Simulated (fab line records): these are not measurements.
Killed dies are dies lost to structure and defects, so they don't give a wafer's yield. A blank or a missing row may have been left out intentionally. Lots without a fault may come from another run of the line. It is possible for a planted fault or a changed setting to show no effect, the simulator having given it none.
Comparing a struck lot with a sound one	flow nandHarc	20 out of 1159 route steps
Sound: the wafers L884.4, L884.5, L884.6. Struck: wafers L899.1, L899.2, L899.4. Last of all comes the cause.
Per side, at each step with rows, come the tool, then ch with its chambers, and then its first start. Under that, the readings that differ: sound wafers	struck wafers	difference of the means	sigmas: that difference in standard deviations of wafers without a fault.
alike: same words and numbers on both sides, and readings whose means sit less than 2 such deviations apart. not compared: any withheld reading, any reading some wafer has no value for, any bound like >300 that may hide the same value, and any number with overlapping values for which the record gives no deviation.
The two part at a step that has a row with sigmas, a row that says differs or no value, or rows on one side only. When numbers do not overlap yet have no deviation, they are printed without sigmas and do not part them. A reading missing from all wafers of one side parts the sides only when that side holds two or more wafers.

NHARC_P_GATE_CD_MEAS_59: the cd target is 720 nm.
  sound on cdSem-02 ch 0, day 5 09:16; struck on cdSem-01 ch 0, day 8 13:55
  alike: cdNm
then, 1 step without rows for these wafers: NHARC_P_GATE_HARDBAKE_60 (time 80 s).
NHARC_P_GATE_DESCUM_61: chemistry O2, time 3 s.
  sound on rieDiel-05 ch 2,3, day 5 09:32; struck on rieDiel-03 ch 0,2,3, day 8 14:07
  alike: drypumpMotorCurrentA, o2FlowSccm, oesProductAu, rfVppV, showerheadPlenumPTorr, throttleValvePct
  not compared: rfHoursCounterH
next, for these wafers, 1 step has no rows: NHARC_P_GATE_IMPLANT_62.
NHARC_P_GATE_STRIP_112: strips in N2/H2, time 200 s.
  sound on plasmaAsher-02 ch 0,1, day 5 10:09; struck on plasmaAsher-02 ch 0,1, day 8 14:39
  alike: drypumpMotorCurrentA, heaterPowerW, tempC
  not compared: rfHoursCounterH
NHARC_P_GATE_STRIP_76: strips in O2.
  sound on plasmaAsher-02 ch 0,1, day 5 10:21; struck on plasmaAsher-02 ch 0,1, day 8 14:55
  alike: drypumpMotorCurrentA, heaterPowerW, tempC
  not compared: rfHoursCounterH
then, 6 steps without rows for these wafers: NHARC_P_GATE_STRIP_63 (strips in SPM, time 900 s); NHARC_P_GATE_DEHYDRATE_83 (time 120 s); NHARC_P_GATE_HMDS_84 (time 30 s); NHARC_P_GATE_COAT_85; NHARC_P_GATE_SOFTBAKE_86 (time 95 s); NHARC_P_GATE_EBR_87.
NHARC_P_GATE_EXPOSE_88: exposes mask P HVN, target cd 2000 nm.
  sound on krfScanner-04 ch 0, day 5 10:59; struck on krfScanner-02 ch 0, day 8 15:41
reading	sound	struck	difference	sigmas
mask	P_HVN#0 P_HVN#0 P_HVN#0	P_HVN_R1#0 P_HVN_R1#0 P_HVN_R1#0	differs	
focusOffsetNm (nm)	0.9 1.9 0.4	0.1 -0.2 -0.4	-1.2	-2
then, 2 steps without rows for these wafers: NHARC_P_GATE_PEB_89 (peb time 85 s); NHARC_P_GATE_DEVELOP_90 (time 70 s).
NHARC_P_GATE_CD_MEAS_91: the cd target is 2000 nm.
  sound on cdSem-02 ch 0, day 5 11:08; struck on cdSem-02 ch 0, day 8 15:52
reading	sound	struck	difference	sigmas
cdNm (nm)	2001.7 1999.3 2001.1	2227.1 2226.7 2227.7	+226.5	+99 or more
then, 1 step without rows for these wafers: NHARC_P_GATE_HARDBAKE_92 (time 80 s).
NHARC_P_GATE_DESCUM_93: chemistry O2, time 3 s.
  sound on rieDiel-03 ch 0,1,3, day 5 11:22; struck on rieDiel-05 ch 0,1,3, day 8 16:01
reading	sound	struck	difference	sigmas
rfHoursCounterH (h)	- - -	4 4 5	no value on the sound wafers	
model.P_GATE.cdNm (nm)	2002 1999 2002	2227 2227 2228	+226	
  alike: drypumpMotorCurrentA, o2FlowSccm, oesProductAu, rfVppV, showerheadPlenumPTorr, throttleValvePct
next, for these wafers, 1 step has no rows: NHARC_P_GATE_IMPLANT_94.
-- break in the record here, with 14 days between the starts of the struck wafers on either side (left off in module P_GATE, picked up again in module END, where the first step shown is number 1159 on the route) --
NHARC_END_SORT_01:
  the record has rows for the struck wafers here (prober-01 ch 0, day 23 01:30) and none for the sound ones

## WHERE THEY PART
Last at NHARC_END_SORT_01 as far as this record goes, first at NHARC_P_GATE_EXPOSE_88.

WHY: what the simulator had put in
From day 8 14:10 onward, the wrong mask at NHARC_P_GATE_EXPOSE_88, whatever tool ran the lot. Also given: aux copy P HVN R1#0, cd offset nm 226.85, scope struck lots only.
